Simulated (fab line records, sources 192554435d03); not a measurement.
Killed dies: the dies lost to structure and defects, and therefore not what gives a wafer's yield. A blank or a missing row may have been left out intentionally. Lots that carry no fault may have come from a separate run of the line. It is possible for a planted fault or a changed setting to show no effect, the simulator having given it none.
Matching of chambers | flow n5_finfet | N5_MIM_BOT_LITHO_DESCUM_10 on rie_diel-02 has 4 sister chambers
The step chemistry O2, time 7.9 s. 4 wafers are shown with their chamber, then 7 later ones without.

## WAFERS WITH THEIR CHAMBER
wafer  | chamber | showerhead_plenum_p_Torr (Torr)
L792.1 | 1       | 2.14
L792.3 | 3       | 2.08
L801.1 | 2       | 2.22
L801.2 | 0       | 2.01

## WAFERS WHOSE CHAMBER IS MISSING
wafer  | showerhead_plenum_p_Torr (Torr)
L801.6 | 2.13
L804.3 | 2.07
L804.4 | 2.01
L804.6 | 2.01
L805.2 | 2.01
L805.3 | 2.22
L805.5 | 2.01

## THE CHAMBER EACH PASSED THROUGH
wafer  | from the rows above | in truth
L801.6 | 1                   | 1
L804.3 | 3                   | 3
L804.4 | 0                   | 0
L804.6 | 0                   | 0
L805.2 | 0                   | 0
L805.3 | 2                   | 2
L805.5 | 0                   | 0
Correct placement for 7 of the 7. Number that these rows cannot place: 0. Wrongly placed: 0.
How it was worked out, from the rows above alone: a wafer's distance from a chamber is the root of the sum, over the readings, of the square of ((its reading less the chamber's mean) divided by the reading's scatter). If the next closest chamber is less than 2 further off than the closest, the wafer can't be placed; otherwise it belongs to the closest. For every chamber, the mean is computed from those of its wafers that are shown. The scatter: with one shown wafer a chamber, the root of the mean of the squares of how far each hidden wafer lies from its nearest shown one.
